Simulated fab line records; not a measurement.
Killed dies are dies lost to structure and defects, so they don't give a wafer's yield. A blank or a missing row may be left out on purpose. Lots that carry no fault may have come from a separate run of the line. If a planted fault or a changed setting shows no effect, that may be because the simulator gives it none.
Chamber matching + flow n5 finfet + ald sin-01 running N5_FIN_SAQP_ALD_61: 3 sister chambers
The step deposits SiO2, target thk 4 nm, pulse time 1 s, purge time 2 s. 3 wafers are shown with their chamber, then 5 later ones without.

## EACH WAFER AND ITS CHAMBER
| wafer  | chamber | heater power w (W) |
|--------|---------|--------------------|
| L080.6 | 3       | 440                |
| L082.3 | 2       | 550                |
| L082.4 | 1       | 430                |

## WAFERS WITH NO CHAMBER GIVEN
| wafer  | heater power w (W) |
|--------|--------------------|
| L082.6 | 430                |
| L089.1 | 541                |
| L089.5 | 412                |
| L097.1 | 414                |
| L097.6 | 421                |

## CHAMBER TAKEN BY EACH
| wafer  | from the rows above     | in truth |
|--------|-------------------------|----------|
| L082.6 | can't be placed: 1 or 3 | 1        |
| L089.1 | 2                       | 2        |
| L089.5 | can't be placed: 1 or 3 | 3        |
| L097.1 | can't be placed: 1 or 3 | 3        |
| L097.6 | can't be placed: 1 or 3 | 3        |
1 of 5 placed correctly. From these rows, 4 cannot be placed; in 4 the true chamber is one of the candidates. Placed wrongly: 0.
How it was worked out, from the rows above alone: a wafer's distance from a chamber is the root of the sum, over the readings, of the square of ((its reading less the chamber's mean) divided by the reading's scatter). The wafer belongs to the nearest chamber; if the next one is less than 2 further off, it can't be placed. A chamber's mean is the mean of its shown wafers. The scatter (one wafer shown for each chamber): square how far every hidden wafer sits from the nearest shown wafer, average those squares and take the square root.
